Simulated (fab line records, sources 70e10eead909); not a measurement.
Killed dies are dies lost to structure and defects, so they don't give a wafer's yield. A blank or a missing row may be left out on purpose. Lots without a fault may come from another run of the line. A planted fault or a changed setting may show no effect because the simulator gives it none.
A struck lot beside a sound one | flow nand_harc | 13 steps out of a route of 1302
Sound: wafers L205.3, L205.5, L205.6. Struck: wafers L212.1, L212.2, L212.3. The cause comes at the end.
At each step with rows: each side's tool, then ch and its chambers, then its first start. Under that, the readings that differ: sound wafers | struck wafers | difference of the means | sigmas: that difference in standard deviations of wafers without a fault.
alike: readings whose means differ by less than 2 such deviations, and words and numbers that are the same on both sides. not compared: withheld readings, readings that some wafer has no value for, bounds like >300 that may hide the same value, and numbers for which the record gives no deviation and whose values overlap.
The two part at a step that has a row with sigmas, a row that says differs or no value, or rows on one side only. Numbers that don't overlap but have no deviation are shown without sigmas and don't part them. A reading that every wafer of one side lacks parts them only if that side has two wafers or more.

first, 1 step without rows for these wafers: NHARC_A_ONON_D1_DEP_06 (target thk 1000 nm).
NHARC_A_ONON_D1_THK_MEAS_08: measures by ellipsometry.
  sound on film_metro-01, day 9 17:49; struck on film_metro-01, day 12 21:19
  alike: thk_nm
then, 1 step without rows for these wafers: NHARC_A_ONON_D1_DEP_09 (target thk 1000 nm).
NHARC_A_ONON_D1_THK_MEAS_11: measures by ellipsometry.
  sound on film_metro-02, day 9 18:23; struck on film_metro-02, day 12 21:52
  reading     | sound       | struck         | difference | sigmas
  thk_nm (nm) | 988 989 988 | 1013 1012 1012 | +24        | +2
then, 1 step without rows for these wafers: NHARC_A_ONON_D1_DEP_12 (target thk 1000 nm).
NHARC_A_ONON_D1_THK_MEAS_14: measures by ellipsometry.
  sound on film_metro-02, day 9 18:57; struck on film_metro-02, day 12 22:26
  reading     | sound          | struck      | difference | sigmas
  thk_nm (nm) | 1011 1010 1010 | 983 981 983 | -28        | -3
then, 2 steps without rows for these wafers: NHARC_A_ONON_D1_ANNEAL_15 (time 3600 s); NHARC_A_ONON_D1_DEP_16 (target thk 1000 nm).
NHARC_A_ONON_D1_THK_MEAS_18: measures by ellipsometry.
  sound on film_metro-01, day 9 23:31; struck on film_metro-02, day 13 07:01
  alike: thk_nm
then, 1 step without rows for these wafers: NHARC_A_ONON_D1_DEP_19 (target thk 1000 nm).
NHARC_A_ONON_D1_THK_MEAS_21: measures by ellipsometry.
  sound on film_metro-02, day 10 00:05; struck on film_metro-02, day 13 07:37
  alike: thk_nm
NHARC_A_ONON_D1_DEP_22: target thk 1000 nm.
  sound on pecvd_onon-03 ch 0, day 10 00:15; struck on pecvd_onon-03 ch 0, day 13 07:40
  alike: n2_flow_sccm
NHARC_A_ONON_D1_THK_MEAS_24: measures by ellipsometry.
  sound on film_metro-02, day 10 00:39; struck on film_metro-01, day 13 08:20
  reading     | sound       | struck         | difference | sigmas
  thk_nm (nm) | 984 984 983 | 1080 1081 1081 | +97        | +8
  not compared: hold

WHERE THEY PART
First at NHARC_A_ONON_D1_THK_MEAS_11; last, within this record, at NHARC_A_ONON_D1_THK_MEAS_24.

WHY: what the simulator had put in
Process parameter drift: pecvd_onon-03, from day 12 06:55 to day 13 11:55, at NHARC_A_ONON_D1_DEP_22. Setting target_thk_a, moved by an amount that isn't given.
